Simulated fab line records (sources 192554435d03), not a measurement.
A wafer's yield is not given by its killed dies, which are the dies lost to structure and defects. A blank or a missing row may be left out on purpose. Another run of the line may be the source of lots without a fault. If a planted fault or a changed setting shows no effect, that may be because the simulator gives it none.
Struck lot and sound lot, side by side :: flow n5_finfet :: 12 out of 1938 route steps
Sound: these wafers, L905.1, L905.3, L905.4. Wafers L925.1, L925.3, L925.5 were the ones struck. At the end, the cause is stated.
For every step that has rows: the tool of each side, followed by ch and its chambers, followed by its first start. Under that, the readings that differ: sound wafers :: struck wafers :: difference of the means :: sigmas: that difference in standard deviations of wafers without a fault.
alike: readings with means less than 2 such deviations apart, plus words and numbers identical on both sides. not compared: withheld readings, readings lacking a value on some wafer, bounds such as >300 that could conceal the same value, and numbers that have no deviation in the record and whose values overlap.
The two part at a step that has a row with sigmas, a row that says differs or no value, or rows on one side only. When numbers do not overlap yet have no deviation, they are printed without sigmas and do not part them. A reading missing from all wafers of one side parts the sides only when that side holds two or more wafers.

N5_START_INSPECT_01: inspects for defects (unpatterned scan).
  struck on defect_inspect-02, day 6 12:02; sound on defect_inspect-02, day 1 12:02
  alike: raw_defect_count
then, 2 steps without rows for these wafers: N5_ZERO_LAYER_PRECLEAN_00 (cleans in SPM, time 600 s); N5_ZERO_LAYER_SRD_01 (time 30 s, dry time 30 s).
N5_ZERO_LAYER_PECVD_02: deposits SiO2 from SiH4/N2O, target thk 10 nm, time 6 s.
  sound on pecvd-02 ch 0,2, day 1 12:17; struck on pecvd-03 ch 0,2, day 6 12:17
  alike: heater_power_w, showerhead_plenum_p_Torr
then, 4 steps without rows for these wafers: N5_ZERO_LAYER_HMDS_04 (time 60 s); N5_ZERO_LAYER_COAT_05 (resist thk 1000 nm); N5_ZERO_LAYER_EBR_07; N5_ZERO_LAYER_SOFTBAKE_06 (time 90 s).
N5_ZERO_LAYER_EXPOSE_08: exposes mask ZERO, defocus 0 nm, target cd 2000 nm.
  sound on krf_scanner-01 ch 0, day 1 12:35; struck on krf_scanner-01 ch 0, day 6 12:29
reading: model.ZERO_LAYER.overlay_x_nm (nm)
sound: -2.375 -2.375 -2.375
struck: 154.3 154.3 154.3
difference: +156.7
sigmas: 
  alike: mask
next, for these wafers, 1 step has no rows: N5_ZERO_LAYER_PEB_09.
-- the record jumps here: 7 days lie between the struck wafers' starts before and after (it left off in module ZERO_LAYER and takes up again in module BEOL_M4, whose first step shown is number 1111 of the route) --
N5_BEOL_M4_RC_MEAS_101:
  sound on prober-02 ch 0, day 8 18:53; struck on prober-02 ch 0, day 13 12:25
reading: DIBL_P (mV/V)
sound: 36.5 40.9 37.5
struck: 35.4 34.9 31.9
difference: -4.2
sigmas: -2
  alike: DIBL_N, IOFF_N, IOFF_P, ION_N, ION_P, SS_N, SS_P, VT_N, VT_P
-- a jump in the record: the struck wafers' starts before and after are 5 days apart (it breaks off in module BEOL_M4 and resumes in module PASSIVATION, where the first step shown is number 1936 of the route) --
N5_PASSIVATION_PROBE_49:
  struck on prober-02, day 18 01:29; sound on prober-02, day 13 05:40
reading: sort_bin_8_speed (%)
sound: 0 0.08 0
struck: 0 0 0
difference: +0
sigmas: -2
  alike: defect_limited_yield, killed_at_M0_to_M3, killed_at_M4_up, killed_at_contacts, killed_at_front_end, killed_at_other, killed_dies, killed_open, killed_short, sort_bin_5_function, sort_bin_6_memory, sort_n_pass, sort_yield_pct

## WHERE THEY PART
First at N5_BEOL_M4_RC_MEAS_101; last, within this record, at N5_PASSIVATION_PROBE_49.

WHY: what the simulator had put in
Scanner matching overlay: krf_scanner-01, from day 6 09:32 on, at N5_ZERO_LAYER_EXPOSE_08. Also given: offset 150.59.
